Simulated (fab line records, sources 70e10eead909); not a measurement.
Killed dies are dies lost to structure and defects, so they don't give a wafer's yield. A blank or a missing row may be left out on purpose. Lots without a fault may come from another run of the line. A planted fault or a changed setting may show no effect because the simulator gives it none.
Chamber matching | flow nand_harc | NHARC_A_SGD_CUT_ETCH_58 on rie_diel-06: 4 sister chambers
The step etches the open film in CF4, target depth 39 nm, time 65 s. 16 wafers are shown with their chamber, then 8 later ones without.

WAFERS WITH THEIR CHAMBER
wafer  | chamber | showerhead_plenum_p_Torr (Torr) | drypump_motor_current_A (A) | oes_product_au (a.u.)
L075.1 | 3       | 1.73                            | 6.3                         | 0.997
L075.2 | 0       | 1.69                            | 6.1                         | 1.006
L075.4 | 2       | 1.64                            | 5.3                         | 1.008
L076.4 | 3       | 1.73                            | 6.2                         | 0.998
L076.5 | 0       | 1.69                            | 6.1                         | 0.999
L076.6 | 1       | 1.79                            | 5.6                         | 1.002
L078.1 | 2       | 1.64                            | 5.3                         | 1.015
L078.3 | 1       | 1.79                            | 5.6                         | 0.999
L078.5 | 1       | 1.79                            | 5.6                         | 0.992
L080.2 | 3       | 1.73                            | 6.2                         | 1.002
L080.5 | 0       | 1.69                            | 6.1                         | 0.998
L080.6 | 3       | 1.73                            | 6.2                         | 0.990
L085.3 | 0       | 1.69                            | 6.1                         | 1.005
L085.4 | 3       | 1.73                            | 6.2                         | 1.009
L085.6 | 0       | 1.69                            | 6.1                         | 0.992
L087.1 | 0       | 1.68                            | 6.1                         | 1.005

SIGNATURES (means of the wafers above)
reading                  | chamber 0 | chamber 1 | chamber 2 | chamber 3 | scatter within a chamber
showerhead_plenum_p_Torr | 1.6883    | 1.7900    | 1.6400    | 1.7300    | 0.00264
drypump_motor_current_A  | 6.100     | 5.600     | 5.300     | 6.220     | 0.0258
oes_product_au           | 1.00083   | 0.99767   | 1.01150   | 0.99920   | 0.00594
Rule: a wafer's distance from a chamber is the root of the sum, over the readings, of the square of ((its reading less the chamber's mean) divided by the reading's scatter). The wafer belongs to the nearest chamber; if the next one is less than 2 further off, it can't be placed. The scatter: the root of (the sum of the squares of (reading less its chamber's mean) over the shown wafers, divided by (wafers less chambers)).

WAFERS WITHOUT THEIR CHAMBER
wafer  | showerhead_plenum_p_Torr (Torr) | drypump_motor_current_A (A) | oes_product_au (a.u.)
L087.2 | 1.64                            | 5.3                         | 1.006
L087.5 | 1.64                            | 5.3                         | 1.009
L091.2 | 1.68                            | 6.1                         | 0.985
L091.3 | 1.78                            | 5.6                         | 0.991
L091.4 | 1.64                            | 5.3                         | 1.001
L095.1 | 1.78                            | 5.6                         | 0.999
L095.2 | 1.72                            | 6.2                         | 1.003
L095.3 | 1.64                            | 5.3                         | 1.009

WHICH CHAMBER EACH WENT THROUGH
wafer  | from the rows above | in truth
L087.2 | 2                   | 2
L087.5 | 2                   | 2
L091.2 | 0                   | 0
L091.3 | 1                   | 1
L091.4 | 2                   | 2
L095.1 | 1                   | 1
L095.2 | 3                   | 3
L095.3 | 2                   | 2
Placed correctly: 8 of 8. Can't be placed from these rows: 0. Placed wrongly: 0.
